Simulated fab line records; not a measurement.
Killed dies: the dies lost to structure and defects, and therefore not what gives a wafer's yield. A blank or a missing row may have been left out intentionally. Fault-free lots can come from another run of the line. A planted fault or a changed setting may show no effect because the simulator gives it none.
What tool caused it? :: flow nand-harc :: 10 lots with 30 wafers sampled at 5 steps, on a route of 1302 steps

WHAT EACH GAUGE READ, for each wafer
NHARC_END_WLT_00. Usual: VT_DECK1_BOTTOM 0.873, standard deviation 0.0085; VT_DECK1_BOTTOM_INNER 0.873, standard deviation 0.0081; VT_DECK1_MEDIAN_NEAR_BOTTOM 0.874, standard deviation 0.0083; VT_DECK1_MEDIAN_NEAR_BOTTOM_INNER 0.875, standard deviation 0.0085; VT_DECK1_MIDDLE 0.887, standard deviation 0.0077; VT_DECK1_MIDDLE_INNER 0.886, standard deviation 0.0077; VT_DECK1_TOP 0.899, standard deviation 0.0081; VT_DECK1_TOP_INNER 0.899, standard deviation 0.0082; VT_DECK2_BOTTOM 0.867, standard deviation 0.0067; VT_DECK2_BOTTOM_INNER 0.867, standard deviation 0.007; VT_DECK2_MEDIAN_NEAR_BOTTOM 0.867, standard deviation 0.0075; VT_DECK2_MEDIAN_NEAR_BOTTOM_INNER 0.868, standard deviation 0.0076; VT_DECK2_MIDDLE 0.879, standard deviation 0.0065; VT_DECK2_MIDDLE_INNER 0.880, standard deviation 0.0066; VT_DECK2_TOP 0.891, standard deviation 0.0068; VT_DECK2_TOP_INNER 0.892, standard deviation 0.0065.
lot: L791
measured: day 25 01:41
on: prober-01
VT_DECK1_BOTTOM: 0.889 0.891 0.889
VT_DECK1_BOTTOM_INNER: 0.893 0.879 0.876
VT_DECK1_MEDIAN_NEAR_BOTTOM: 0.897 0.878 0.885
VT_DECK1_MEDIAN_NEAR_BOTTOM_INNER: 0.895 0.893 0.886
VT_DECK1_MIDDLE: 0.896 0.903 0.895
VT_DECK1_MIDDLE_INNER: 0.901 0.904 0.901
VT_DECK1_TOP: 0.914 0.918 0.907
VT_DECK1_TOP_INNER: 0.910 0.921 0.907
VT_DECK2_BOTTOM: 0.872 0.879 0.871
VT_DECK2_BOTTOM_INNER: 0.877 0.883 0.864
VT_DECK2_MEDIAN_NEAR_BOTTOM: 0.876 0.875 0.868
VT_DECK2_MEDIAN_NEAR_BOTTOM_INNER: 0.883 0.878 0.870
VT_DECK2_MIDDLE: 0.885 0.886 0.893
VT_DECK2_MIDDLE_INNER: 0.891 0.891 0.894
VT_DECK2_TOP: 0.894 0.897 0.897
VT_DECK2_TOP_INNER: 0.896 0.890 0.904
flag: 

lot: L793
measured: day 25 09:33
on: prober-02
VT_DECK1_BOTTOM: 0.874 0.876 0.877
VT_DECK1_BOTTOM_INNER: 0.874 0.875 0.877
VT_DECK1_MEDIAN_NEAR_BOTTOM: 0.877 0.874 0.873
VT_DECK1_MEDIAN_NEAR_BOTTOM_INNER: 0.875 0.873 0.878
VT_DECK1_MIDDLE: 0.883 0.887 0.884
VT_DECK1_MIDDLE_INNER: 0.889 0.894 0.889
VT_DECK1_TOP: 0.905 0.900 0.905
VT_DECK1_TOP_INNER: 0.899 0.901 0.903
VT_DECK2_BOTTOM: 0.856 0.860 0.856
VT_DECK2_BOTTOM_INNER: 0.864 0.859 0.854
VT_DECK2_MEDIAN_NEAR_BOTTOM: 0.867 0.854 0.852
VT_DECK2_MEDIAN_NEAR_BOTTOM_INNER: 0.865 0.859 0.854
VT_DECK2_MIDDLE: 0.876 0.873 0.863
VT_DECK2_MIDDLE_INNER: 0.875 0.868 0.870
VT_DECK2_TOP: 0.887 0.885 0.885
VT_DECK2_TOP_INNER: 0.886 0.889 0.887
flag: 

lot: L796
measured: day 26 10:34
on: prober-01
VT_DECK1_BOTTOM: 0.871 0.872 0.870
VT_DECK1_BOTTOM_INNER: 0.874 0.878 0.873
VT_DECK1_MEDIAN_NEAR_BOTTOM: 0.873 0.880 0.868
VT_DECK1_MEDIAN_NEAR_BOTTOM_INNER: 0.872 0.870 0.873
VT_DECK1_MIDDLE: 0.892 0.894 0.891
VT_DECK1_MIDDLE_INNER: 0.886 0.886 0.882
VT_DECK1_TOP: 0.903 0.899 0.896
VT_DECK1_TOP_INNER: 0.899 0.909 0.884
VT_DECK2_BOTTOM: 0.869 0.871 0.862
VT_DECK2_BOTTOM_INNER: 0.863 0.864 0.862
VT_DECK2_MEDIAN_NEAR_BOTTOM: 0.867 0.858 0.864
VT_DECK2_MEDIAN_NEAR_BOTTOM_INNER: 0.869 0.871 0.866
VT_DECK2_MIDDLE: 0.876 0.873 0.880
VT_DECK2_MIDDLE_INNER: 0.868 0.875 0.873
VT_DECK2_TOP: 0.879 0.889 0.882
VT_DECK2_TOP_INNER: 0.883 0.882 0.882
flag: 

lot: L795
measured: day 26 10:34
on: prober-02
VT_DECK1_BOTTOM: 0.882 0.886 0.887
VT_DECK1_BOTTOM_INNER: 0.883 0.883 0.889
VT_DECK1_MEDIAN_NEAR_BOTTOM: 0.884 0.877 0.890
VT_DECK1_MEDIAN_NEAR_BOTTOM_INNER: 0.881 0.891 0.885
VT_DECK1_MIDDLE: 0.899 0.893 0.897
VT_DECK1_MIDDLE_INNER: 0.897 0.893 0.892
VT_DECK1_TOP: 0.905 0.906 0.905
VT_DECK1_TOP_INNER: 0.911 0.909 0.910
VT_DECK2_BOTTOM: 0.866 0.865 0.867
VT_DECK2_BOTTOM_INNER: 0.869 0.868 0.865
VT_DECK2_MEDIAN_NEAR_BOTTOM: 0.865 0.872 0.862
VT_DECK2_MEDIAN_NEAR_BOTTOM_INNER: 0.869 0.876 0.862
VT_DECK2_MIDDLE: 0.883 0.874 0.873
VT_DECK2_MIDDLE_INNER: 0.883 0.886 0.871
VT_DECK2_TOP: 0.893 0.889 0.894
VT_DECK2_TOP_INNER: 0.895 0.894 0.892
flag: 

lot: L797
measured: day 27 05:25
on: prober-01
VT_DECK1_BOTTOM: 0.873 0.870 0.879
VT_DECK1_BOTTOM_INNER: 0.874 0.879 0.877
VT_DECK1_MEDIAN_NEAR_BOTTOM: 0.871 0.881 0.882
VT_DECK1_MEDIAN_NEAR_BOTTOM_INNER: 0.877 0.881 0.885
VT_DECK1_MIDDLE: 0.890 0.887 0.895
VT_DECK1_MIDDLE_INNER: 0.890 0.894 0.883
VT_DECK1_TOP: 0.894 0.893 0.899
VT_DECK1_TOP_INNER: 0.897 0.901 0.897
VT_DECK2_BOTTOM: 0.868 0.870 0.875
VT_DECK2_BOTTOM_INNER: 0.875 0.854 0.872
VT_DECK2_MEDIAN_NEAR_BOTTOM: 0.870 0.864 0.867
VT_DECK2_MEDIAN_NEAR_BOTTOM_INNER: 0.876 0.868 0.866
VT_DECK2_MIDDLE: 0.878 0.878 0.887
VT_DECK2_MIDDLE_INNER: 0.886 0.878 0.881
VT_DECK2_TOP: 0.895 0.895 0.892
VT_DECK2_TOP_INNER: 0.893 0.887 0.903
flag: 

lot: L803
measured: day 29 07:20
on: prober-02
VT_DECK1_BOTTOM: 0.856 0.856 0.855
VT_DECK1_BOTTOM_INNER: 0.858 0.860 0.857
VT_DECK1_MEDIAN_NEAR_BOTTOM: 0.860 0.853 0.852
VT_DECK1_MEDIAN_NEAR_BOTTOM_INNER: 0.862 0.861 0.854
VT_DECK1_MIDDLE: 0.877 0.868 0.870
VT_DECK1_MIDDLE_INNER: 0.875 0.870 0.873
VT_DECK1_TOP: 0.883 0.882 0.874
VT_DECK1_TOP_INNER: 0.887 0.885 0.884
VT_DECK2_BOTTOM: 0.869 0.862 0.855
VT_DECK2_BOTTOM_INNER: 0.868 0.852 0.858
VT_DECK2_MEDIAN_NEAR_BOTTOM: 0.865 0.856 0.856
VT_DECK2_MEDIAN_NEAR_BOTTOM_INNER: 0.866 0.858 0.859
VT_DECK2_MIDDLE: 0.876 0.877 0.871
VT_DECK2_MIDDLE_INNER: 0.865 0.867 0.873
VT_DECK2_TOP: 0.883 0.893 0.886
VT_DECK2_TOP_INNER: 0.887 0.885 0.887
flag: 

lot: L806
measured: day 31 11:14
on: prober-01
VT_DECK1_BOTTOM: 0.864 0.871 0.872
VT_DECK1_BOTTOM_INNER: 0.871 0.865 0.869
VT_DECK1_MEDIAN_NEAR_BOTTOM: 0.876 0.865 0.871
VT_DECK1_MEDIAN_NEAR_BOTTOM_INNER: 0.870 0.863 0.863
VT_DECK1_MIDDLE: 0.881 0.884 0.887
VT_DECK1_MIDDLE_INNER: 0.887 0.872 0.879
VT_DECK1_TOP: 0.893 0.893 0.896
VT_DECK1_TOP_INNER: 0.897 0.891 0.888
VT_DECK2_BOTTOM: 0.869 0.868 0.859
VT_DECK2_BOTTOM_INNER: 0.861 0.859 0.860
VT_DECK2_MEDIAN_NEAR_BOTTOM: 0.866 0.863 0.855
VT_DECK2_MEDIAN_NEAR_BOTTOM_INNER: 0.858 0.856 0.858
VT_DECK2_MIDDLE: 0.877 0.870 0.867
VT_DECK2_MIDDLE_INNER: 0.874 0.868 0.874
VT_DECK2_TOP: 0.889 0.880 0.887
VT_DECK2_TOP_INNER: 0.884 0.876 0.885
flag: 

lot: L805
measured: day 31 19:05
on: prober-01
VT_DECK1_BOTTOM: 0.869 0.864 0.866
VT_DECK1_BOTTOM_INNER: 0.868 0.867 0.876
VT_DECK1_MEDIAN_NEAR_BOTTOM: 0.861 0.874 0.872
VT_DECK1_MEDIAN_NEAR_BOTTOM_INNER: 0.865 0.873 0.868
VT_DECK1_MIDDLE: 0.887 0.893 0.885
VT_DECK1_MIDDLE_INNER: 0.883 0.878 0.885
VT_DECK1_TOP: 0.902 0.896 0.891
VT_DECK1_TOP_INNER: 0.897 0.889 0.894
VT_DECK2_BOTTOM: 0.860 0.853 0.863
VT_DECK2_BOTTOM_INNER: 0.864 0.862 0.866
VT_DECK2_MEDIAN_NEAR_BOTTOM: 0.860 0.857 0.868
VT_DECK2_MEDIAN_NEAR_BOTTOM_INNER: 0.861 0.856 0.869
VT_DECK2_MIDDLE: 0.867 0.880 0.878
VT_DECK2_MIDDLE_INNER: 0.884 0.874 0.871
VT_DECK2_TOP: 0.896 0.889 0.881
VT_DECK2_TOP_INNER: 0.892 0.890 0.886
flag: 

lot: L812
measured: day 33 08:28
on: prober-01
VT_DECK1_BOTTOM: 0.883 0.876 0.877
VT_DECK1_BOTTOM_INNER: 0.876 0.878 0.881
VT_DECK1_MEDIAN_NEAR_BOTTOM: 0.884 0.886 0.878
VT_DECK1_MEDIAN_NEAR_BOTTOM_INNER: 0.881 0.881 0.885
VT_DECK1_MIDDLE: 0.881 0.894 0.886
VT_DECK1_MIDDLE_INNER: 0.889 0.897 0.896
VT_DECK1_TOP: 0.896 0.902 0.904
VT_DECK1_TOP_INNER: 0.897 0.906 0.904
VT_DECK2_BOTTOM: 0.877 0.872 0.869
VT_DECK2_BOTTOM_INNER: 0.865 0.876 0.869
VT_DECK2_MEDIAN_NEAR_BOTTOM: 0.875 0.864 0.864
VT_DECK2_MEDIAN_NEAR_BOTTOM_INNER: 0.880 0.874 0.867
VT_DECK2_MIDDLE: 0.885 0.880 0.879
VT_DECK2_MIDDLE_INNER: 0.875 0.880 0.878
VT_DECK2_TOP: 0.893 0.894 0.891
VT_DECK2_TOP_INNER: 0.893 0.895 0.898
flag: 

lot: L813
measured: day 33 17:59
on: prober-01
VT_DECK1_BOTTOM: 0.879 0.882 0.877
VT_DECK1_BOTTOM_INNER: 0.874 0.877 0.869
VT_DECK1_MEDIAN_NEAR_BOTTOM: 0.874 0.876 0.874
VT_DECK1_MEDIAN_NEAR_BOTTOM_INNER: 0.877 0.882 0.873
VT_DECK1_MIDDLE: 0.895 0.890 0.891
VT_DECK1_MIDDLE_INNER: 0.894 0.892 0.884
VT_DECK1_TOP: 0.901 0.900 0.901
VT_DECK1_TOP_INNER: 0.902 0.902 0.911
VT_DECK2_BOTTOM: 0.872 0.874 0.871
VT_DECK2_BOTTOM_INNER: 0.883 0.875 0.864
VT_DECK2_MEDIAN_NEAR_BOTTOM: 0.883 0.877 0.871
VT_DECK2_MEDIAN_NEAR_BOTTOM_INNER: 0.877 0.877 0.872
VT_DECK2_MIDDLE: 0.888 0.887 0.888
VT_DECK2_MIDDLE_INNER: 0.889 0.877 0.885
VT_DECK2_TOP: 0.890 0.891 0.889
VT_DECK2_TOP_INNER: 0.896 0.886 0.899
flag: 

NHARC_END_SORT_01. Usual: defect-limited-yield 90.6 %, standard deviation 2.3; killed-at-array 59, standard deviation 16; killed-at-other 0.8, standard deviation 1.1; killed-at-periphery 3.6, standard deviation 2.4; killed-dies 64, standard deviation 16; killed-open 3.4, standard deviation 1.8; killed-short 2.5, standard deviation 1.6.
lot: L796
measured: day 26 13:33
on: prober-01
defect-limited-yield (%): 80.5 77.5 75.2
killed-at-array: 128 145 164
killed-at-other: 0 0 0
killed-at-periphery: 4 7 4
killed-dies: 132 152 168
killed-open: 5 8 2
killed-short: 1 2 1
flag: OFF

lot: L795
measured: day 26 13:35
on: prober-02
defect-limited-yield (%): 80.1 83.0 82.7
killed-at-array: 128 113 115
killed-at-other: 1 1 1
killed-at-periphery: 6 1 1
killed-dies: 135 115 117
killed-open: 5 1 4
killed-short: 2 4 3
flag: OFF

TOOL THAT RAN EACH LOT (tool first, then ch and the chambers of the sampled wafers, then the start)
lot: L791
NHARC_A_BONDPAD_PVD_17: pvd-sputter-01, day 23 21:25
NHARC_THIN_TSV_DESCUM_14: rie-diel-09 ch 0,2,3, day 24 12:08
NHARC_THIN_TSV_PVD_19: pvd-sputter-03, day 25 01:41 or earlier

lot: L793
NHARC_A_BONDPAD_PVD_17: pvd-sputter-03, day 24 03:07
NHARC_THIN_TSV_DESCUM_14: rie-diel-13 ch 0,2,3, day 24 17:19
NHARC_THIN_TSV_PVD_19: pvd-sputter-03, day 25 09:33 or earlier

lot: L796
NHARC_A_BONDPAD_PVD_17: pvd-sputter-03, day 25 08:40
NHARC_THIN_TSV_DESCUM_14: rie-diel-13 ch 0,2,3, day 25 23:40
NHARC_THIN_TSV_PVD_19: pvd-sputter-01, day 26 10:34 or earlier

lot: L795
NHARC_A_BONDPAD_PVD_17: pvd-sputter-03, day 25 08:59
NHARC_THIN_TSV_DESCUM_14: rie-diel-09 ch 1,2, day 25 22:34
NHARC_THIN_TSV_PVD_19: pvd-sputter-02, day 26 10:34 or earlier

lot: L797
NHARC_A_BONDPAD_PVD_17: pvd-sputter-02, day 26 00:20
NHARC_THIN_TSV_DESCUM_14: rie-diel-13 ch 0,1,3, day 26 14:16
NHARC_THIN_TSV_PVD_19: pvd-sputter-03, day 27 05:25 or earlier

lot: L803
NHARC_A_BONDPAD_PVD_17: pvd-sputter-03, day 28 09:53
NHARC_THIN_TSV_DESCUM_14: rie-diel-13 ch 2,3, day 28 21:01
NHARC_THIN_TSV_PVD_19: pvd-sputter-03, day 29 07:20 or earlier

lot: L806
NHARC_A_BONDPAD_PVD_17: pvd-sputter-03, day 30 08:53
NHARC_THIN_TSV_DESCUM_14: rie-diel-13 ch 0,1,3, day 30 22:40
NHARC_THIN_TSV_PVD_19: pvd-sputter-01, day 31 11:14 or earlier

lot: L805
NHARC_A_BONDPAD_PVD_17: pvd-sputter-01, day 30 13:17
NHARC_THIN_TSV_DESCUM_14: rie-diel-13 ch 0,1,2, day 31 03:29
NHARC_THIN_TSV_PVD_19: pvd-sputter-03, day 31 19:05 or earlier

lot: L812
NHARC_A_BONDPAD_PVD_17: pvd-sputter-03, day 32 06:01
NHARC_THIN_TSV_DESCUM_14: rie-diel-09 ch 0,1,3, day 32 21:22
NHARC_THIN_TSV_PVD_19: pvd-sputter-03, day 33 08:28 or earlier

lot: L813
NHARC_A_BONDPAD_PVD_17: pvd-sputter-03, day 32 15:55
NHARC_THIN_TSV_DESCUM_14: rie-diel-04 ch 0,2, day 33 05:41
NHARC_THIN_TSV_PVD_19: pvd-sputter-02, day 33 17:59 or earlier
- NHARC_A_BONDPAD_PVD_17: deposits TaN, target thk 5 nm, time 8.06 s.
- NHARC_THIN_TSV_DESCUM_14: chemistry O2, time 3 s.
- NHARC_THIN_TSV_PVD_19: deposits TaN, target thk 20 nm.

WHAT THE TOOLS THEMSELVES READ (means of the sampled wafers that have a number; where no wafer has one, the mark that the record gives instead)
NHARC_A_BONDPAD_PVD_17. Usual: bias-v 168.5 V, standard deviation 1.7; throttle-valve-pct 30.3 %, standard deviation 1.4.
lot: L791
tool: pvd-sputter-01
bias-v (V): 169.9
throttle-valve-pct (%): 31.2
flag: 

lot: L793
tool: pvd-sputter-03
bias-v (V): 167.5
throttle-valve-pct (%): 31.2
flag: 

lot: L796
tool: pvd-sputter-03
bias-v (V): 169.0
throttle-valve-pct (%): 31.2
flag: 

lot: L795
tool: pvd-sputter-03
bias-v (V): 168.3
throttle-valve-pct (%): 30.4
flag: 

lot: L797
tool: pvd-sputter-02
bias-v (V): 168.1
throttle-valve-pct (%): 31.6
flag: 

lot: L803
tool: pvd-sputter-03
bias-v (V): 168.4
throttle-valve-pct (%): 29.7
flag: 

lot: L806
tool: pvd-sputter-03
bias-v (V): 169.2
throttle-valve-pct (%): 29.8
flag: 

lot: L805
tool: pvd-sputter-01
bias-v (V): 167.3
throttle-valve-pct (%): 30.1
flag: 

lot: L812
tool: pvd-sputter-03
bias-v (V): 167.4
throttle-valve-pct (%): 30.1
flag: 

lot: L813
tool: pvd-sputter-03
bias-v (V): 170.0
throttle-valve-pct (%): 30.0
flag: 

NHARC_THIN_TSV_DESCUM_14. Usual: chamber-pressure-mTorr 60.00 mTorr, standard deviation 0.059; drypump-motor-current-A 5.9 A, standard deviation 0.33; oes-product-au 1.001 a.u., standard deviation 0.0094; rf-vpp-V 58.0 V, standard deviation 0.82; showerhead-plenum-p-Torr 1.95 Torr, standard deviation 0.059; throttle-valve-pct 11.312 %, standard deviation 0.0092.
lot: L791
tool: rie-diel-09
chamber-pressure-mTorr (mTorr): 59.94
drypump-motor-current-A (A): 6.0
oes-product-au (a.u.): 0.994
rf-vpp-V (V): 57.8
showerhead-plenum-p-Torr (Torr): 1.97
throttle-valve-pct (%): 11.309
flag: 

lot: L793
tool: rie-diel-13
chamber-pressure-mTorr (mTorr): 59.98
drypump-motor-current-A (A): 6.0
oes-product-au (a.u.): 1.006
rf-vpp-V (V): 59.1
showerhead-plenum-p-Torr (Torr): 1.97
throttle-valve-pct (%): 11.319
flag: 

lot: L796
tool: rie-diel-13
chamber-pressure-mTorr (mTorr): 60.06
drypump-motor-current-A (A): 6.0
oes-product-au (a.u.): 0.995
rf-vpp-V (V): 57.1
showerhead-plenum-p-Torr (Torr): 1.97
throttle-valve-pct (%): 11.308
flag: 

lot: L795
tool: rie-diel-09
chamber-pressure-mTorr (mTorr): 59.98
drypump-motor-current-A (A): 6.0
oes-product-au (a.u.): 1.003
rf-vpp-V (V): 59.2
showerhead-plenum-p-Torr (Torr): 1.98
throttle-valve-pct (%): 11.314
flag: 

lot: L797
tool: rie-diel-13
chamber-pressure-mTorr (mTorr): 59.95
drypump-motor-current-A (A): 6.0
oes-product-au (a.u.): 1.003
rf-vpp-V (V): 57.6
showerhead-plenum-p-Torr (Torr): 1.90
throttle-valve-pct (%): 11.296
flag: 

lot: L803
tool: rie-diel-13
chamber-pressure-mTorr (mTorr): 59.97
drypump-motor-current-A (A): 6.0
oes-product-au (a.u.): 1.003
rf-vpp-V (V): 58.2
showerhead-plenum-p-Torr (Torr): 2.00
throttle-valve-pct (%): 11.308
flag: 

lot: L806
tool: rie-diel-13
chamber-pressure-mTorr (mTorr): 60.02
drypump-motor-current-A (A): 5.9
oes-product-au (a.u.): 1.003
rf-vpp-V (V): 57.3
showerhead-plenum-p-Torr (Torr): 1.90
throttle-valve-pct (%): 11.316
flag: 

lot: L805
tool: rie-diel-13
chamber-pressure-mTorr (mTorr): 59.98
drypump-motor-current-A (A): 6.1
oes-product-au (a.u.): 0.989
rf-vpp-V (V): 58.6
showerhead-plenum-p-Torr (Torr): 1.93
throttle-valve-pct (%): 11.306
flag: 

lot: L812
tool: rie-diel-09
chamber-pressure-mTorr (mTorr): 60.00
drypump-motor-current-A (A): 5.7
oes-product-au (a.u.): 1.002
rf-vpp-V (V): 58.0
showerhead-plenum-p-Torr (Torr): 1.94
throttle-valve-pct (%): 11.313
flag: 

lot: L813
tool: rie-diel-04
chamber-pressure-mTorr (mTorr): 59.95
drypump-motor-current-A (A): 5.6
oes-product-au (a.u.): 1.011
rf-vpp-V (V): 58.4
showerhead-plenum-p-Torr (Torr): 1.98
throttle-valve-pct (%): 11.316
flag: 

NHARC_THIN_TSV_PVD_19. Usual: throttle-valve-pct 30.1 %, standard deviation 1.4.
lot: L791
tool: pvd-sputter-03
throttle-valve-pct (%): 29.7
flag: 

lot: L793
tool: pvd-sputter-03
throttle-valve-pct (%): 28.2
flag: 

lot: L796
tool: pvd-sputter-01
throttle-valve-pct (%): 30.2
flag: 

lot: L795
tool: pvd-sputter-02
throttle-valve-pct (%): 30.3
flag: 

lot: L797
tool: pvd-sputter-03
throttle-valve-pct (%): 30.9
flag: 

lot: L803
tool: pvd-sputter-03
throttle-valve-pct (%): 29.7
flag: 

lot: L806
tool: pvd-sputter-01
throttle-valve-pct (%): 30.3
flag: 

lot: L805
tool: pvd-sputter-03
throttle-valve-pct (%): 30.0
flag: 

lot: L812
tool: pvd-sputter-03
throttle-valve-pct (%): 29.4
flag: 

lot: L813
tool: pvd-sputter-02
throttle-valve-pct (%): 31.3
flag: 

THE ANSWER, worked out from the rows above alone
Rule: lot off if the mean of its wafers having a number is beyond 3 standard deviations from the usual mean. Also off: a lot with no number at a reading for which 4 or more lots have one. Any other lot the step has rows for is counted as sound. Order of review: gauges by route order, followed by the tools' own readings, for which a lot's mean as printed above is used. At the first step where some lot is off, the reading lying furthest off is the one used; lots without a number count as furthest.
Off at NHARC_END_SORT_01 (defect-limited-yield): L796, L795. Neither off nor sound, because the step has no rows for them: L791, L793, L797, L803, L806, L805, L812, L813.
A tool fits if, at a process step before that reading, it ran every lot that is off, and no sound lot after the first of them. The gauges at NHARC_END_SORT_01 are tried like those tools. NHARC_THIN_TSV_PVD_19 gives no start for some lots, so the hours and the order of its lots are those of NHARC_END_WLT_00. One fits: NHARC_A_BONDPAD_PVD_17 on pvd-sputter-03. It ran no sound lot before its first lot that is off in this sample, so the start can't be narrowed down.

WHAT THE SIMULATOR HAD INSERTED
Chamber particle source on pvd-sputter-03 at NHARC_A_BONDPAD_PVD_17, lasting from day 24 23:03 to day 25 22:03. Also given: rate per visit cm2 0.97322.
Lots struck among those shown: L796, L795. This agrees with what the rule above found.
